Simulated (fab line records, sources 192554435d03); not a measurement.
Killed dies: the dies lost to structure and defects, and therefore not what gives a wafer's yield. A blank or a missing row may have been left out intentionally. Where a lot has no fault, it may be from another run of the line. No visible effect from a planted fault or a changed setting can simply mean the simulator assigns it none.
Matching of chambers / flow n5Finfet / 3 sister chambers for N5_BEOL_M0_CVD_115 on cvdCo-01
The step deposits Co from CCTBA/H2, time 120 s. 6 wafers are shown with their chamber, then 7 later ones without.

EACH WAFER AND ITS CHAMBER
wafer=L360.1; chamber=0; runLengthS (s)=142.7; chamberPressureTorr (Torr)=30.00
wafer=L360.6; chamber=0; runLengthS (s)=143.0; chamberPressureTorr (Torr)=29.96
wafer=L362.4; chamber=2; runLengthS (s)=142.5; chamberPressureTorr (Torr)=29.87
wafer=L362.5; chamber=1; runLengthS (s)=142.8; chamberPressureTorr (Torr)=29.99
wafer=L364.1; chamber=2; runLengthS (s)=142.5; chamberPressureTorr (Torr)=30.03
wafer=L364.2; chamber=1; runLengthS (s)=142.6; chamberPressureTorr (Torr)=30.00

WAFERS WITH NO CHAMBER GIVEN
wafer=L364.6; runLengthS (s)=143.1; chamberPressureTorr (Torr)=29.99
wafer=L367.1; runLengthS (s)=142.7; chamberPressureTorr (Torr)=30.00
wafer=L367.2; runLengthS (s)=142.6; chamberPressureTorr (Torr)=29.98
wafer=L367.3; runLengthS (s)=142.8; chamberPressureTorr (Torr)=30.01
wafer=L368.3; runLengthS (s)=142.1; chamberPressureTorr (Torr)=29.99
wafer=L373.3; runLengthS (s)=142.1; chamberPressureTorr (Torr)=30.01
wafer=L373.4; runLengthS (s)=142.4; chamberPressureTorr (Torr)=30.01

WHICH CHAMBER EACH WENT THROUGH
wafer=L364.6; from the rows above=can't be placed: 0 or 1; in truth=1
wafer=L367.1; from the rows above=can't be placed: 1 or 0 or 2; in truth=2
wafer=L367.2; from the rows above=can't be placed: 1 or 2 or 0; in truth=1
wafer=L367.3; from the rows above=can't be placed: 0 or 1 or 2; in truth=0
wafer=L368.3; from the rows above=can't be placed: 2 or 1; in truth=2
wafer=L373.3; from the rows above=can't be placed: 2 or 1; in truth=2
wafer=L373.4; from the rows above=can't be placed: 2 or 1 or 0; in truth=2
Correctly placed: 0 of 7. These rows do not allow placing 7 (true chamber among the candidates in 7). Placed wrongly: 0.
How it was worked out, from the rows above alone: a wafer's distance from a chamber is the root of the sum, over the readings, of the square of ((its reading less the chamber's mean) divided by the reading's scatter). The wafer belongs to the nearest chamber; if the next one is less than 2 further off, it can't be placed. For every chamber, the mean is computed from those of its wafers that are shown. The scatter: take each reading less its chamber's mean, square it, sum over the shown wafers, divide by the number of wafers less the number of chambers, and take the root.
